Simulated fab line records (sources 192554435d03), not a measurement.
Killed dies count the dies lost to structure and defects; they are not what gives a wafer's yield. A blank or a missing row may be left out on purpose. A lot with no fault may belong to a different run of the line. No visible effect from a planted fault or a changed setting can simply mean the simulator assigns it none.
Chamber matching / flow n5Finfet / 3 sister chambers for N5_BEOL_M4_PRE_CLEAN_60 on cvdCo-01
The step time 15 s. 3 wafers are shown with their chamber, then 12 later ones without.

## EACH WAFER AND ITS CHAMBER
wafer=L093.3; chamber=2; heaterPowerW (W)=105
wafer=L093.4; chamber=0; heaterPowerW (W)=70
wafer=L093.6; chamber=1; heaterPowerW (W)=96

## WAFERS MISSING THEIR CHAMBER
wafer=L091.3; heaterPowerW (W)=105
wafer=L091.5; heaterPowerW (W)=105
wafer=L091.6; heaterPowerW (W)=69
wafer=L090.2; heaterPowerW (W)=71
wafer=L090.4; heaterPowerW (W)=70
wafer=L090.5; heaterPowerW (W)=104
wafer=L095.3; heaterPowerW (W)=106
wafer=L095.5; heaterPowerW (W)=71
wafer=L095.6; heaterPowerW (W)=104
wafer=L092.1; heaterPowerW (W)=105
wafer=L092.3; heaterPowerW (W)=71
wafer=L092.5; heaterPowerW (W)=69

## WHICH CHAMBER EACH WENT THROUGH
wafer=L091.3; from the rows above=2; in truth=2
wafer=L091.5; from the rows above=2; in truth=2
wafer=L091.6; from the rows above=0; in truth=0
wafer=L090.2; from the rows above=0; in truth=0
wafer=L090.4; from the rows above=0; in truth=0
wafer=L090.5; from the rows above=2; in truth=2
wafer=L095.3; from the rows above=2; in truth=2
wafer=L095.5; from the rows above=0; in truth=0
wafer=L095.6; from the rows above=2; in truth=2
wafer=L092.1; from the rows above=2; in truth=2
wafer=L092.3; from the rows above=0; in truth=0
wafer=L092.5; from the rows above=0; in truth=0
Correct placement for 12 of the 12. Can't be placed from these rows: 0. Wrongly placed: 0.
How it was worked out, from the rows above alone: a wafer's distance from a chamber is the root of the sum, over the readings, of the square of ((its reading less the chamber's mean) divided by the reading's scatter). If the next closest chamber is less than 2 further off than the closest, the wafer can't be placed; otherwise it belongs to the closest. Each chamber's mean is taken over the wafers shown for it. The scatter (one wafer shown for each chamber): square how far every hidden wafer sits from the nearest shown wafer, average those squares and take the square root.
